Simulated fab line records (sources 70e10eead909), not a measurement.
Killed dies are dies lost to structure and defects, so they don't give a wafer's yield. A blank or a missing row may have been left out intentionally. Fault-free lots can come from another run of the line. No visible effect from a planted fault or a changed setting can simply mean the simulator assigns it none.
Matching of chambers / flow nandHarc / NHARC_P_ZERO_WELL_ETCH_65 on rieDiel-03 has 4 sister chambers
The step etches the open film in N2/H2, target depth 80 nm, overetch 24 nm, time 87.88 s. 8 wafers are shown with their chamber, then 7 later ones without.

WAFERS, EACH WITH ITS CHAMBER
wafer=L084.5; chamber=3; showerheadPlenumPTorr (Torr)=2.07; rfVppV (V)=431.9
wafer=L088.2; chamber=2; showerheadPlenumPTorr (Torr)=1.93; rfVppV (V)=427.5
wafer=L088.3; chamber=1; showerheadPlenumPTorr (Torr)=2.14; rfVppV (V)=431.9
wafer=L089.3; chamber=0; showerheadPlenumPTorr (Torr)=2.10; rfVppV (V)=431.6
wafer=L089.4; chamber=1; showerheadPlenumPTorr (Torr)=2.13; rfVppV (V)=432.6
wafer=L089.6; chamber=2; showerheadPlenumPTorr (Torr)=1.92; rfVppV (V)=426.8
wafer=L092.1; chamber=3; showerheadPlenumPTorr (Torr)=2.06; rfVppV (V)=430.5
wafer=L092.4; chamber=0; showerheadPlenumPTorr (Torr)=2.09; rfVppV (V)=431.9

WAFERS WHOSE CHAMBER IS MISSING
wafer=L092.5; showerheadPlenumPTorr (Torr)=2.09; rfVppV (V)=433.1
wafer=L095.4; showerheadPlenumPTorr (Torr)=1.92; rfVppV (V)=428.2
wafer=L095.5; showerheadPlenumPTorr (Torr)=2.09; rfVppV (V)=430.9
wafer=L095.6; showerheadPlenumPTorr (Torr)=2.13; rfVppV (V)=433.1
wafer=L096.2; showerheadPlenumPTorr (Torr)=2.13; rfVppV (V)=433.1
wafer=L096.4; showerheadPlenumPTorr (Torr)=1.92; rfVppV (V)=427.6
wafer=L096.5; showerheadPlenumPTorr (Torr)=2.06; rfVppV (V)=432.0

EACH ONE'S CHAMBER
wafer=L092.5; from the rows above=0; in truth=0
wafer=L095.4; from the rows above=2; in truth=2
wafer=L095.5; from the rows above=0; in truth=0
wafer=L095.6; from the rows above=1; in truth=1
wafer=L096.2; from the rows above=1; in truth=1
wafer=L096.4; from the rows above=2; in truth=2
wafer=L096.5; from the rows above=3; in truth=3
Correctly placed: 7 of 7. Not placeable from these rows: 0. 0 placed wrongly.
How it was worked out, from the rows above alone: a wafer's distance from a chamber is the root of the sum, over the readings, of the square of ((its reading less the chamber's mean) divided by the reading's scatter). If the next closest chamber is less than 2 further off than the closest, the wafer can't be placed; otherwise it belongs to the closest. Each chamber's mean is taken over the wafers shown for it. The scatter: the root of (the sum of the squares of (reading less its chamber's mean) over the shown wafers, divided by (wafers less chambers)).
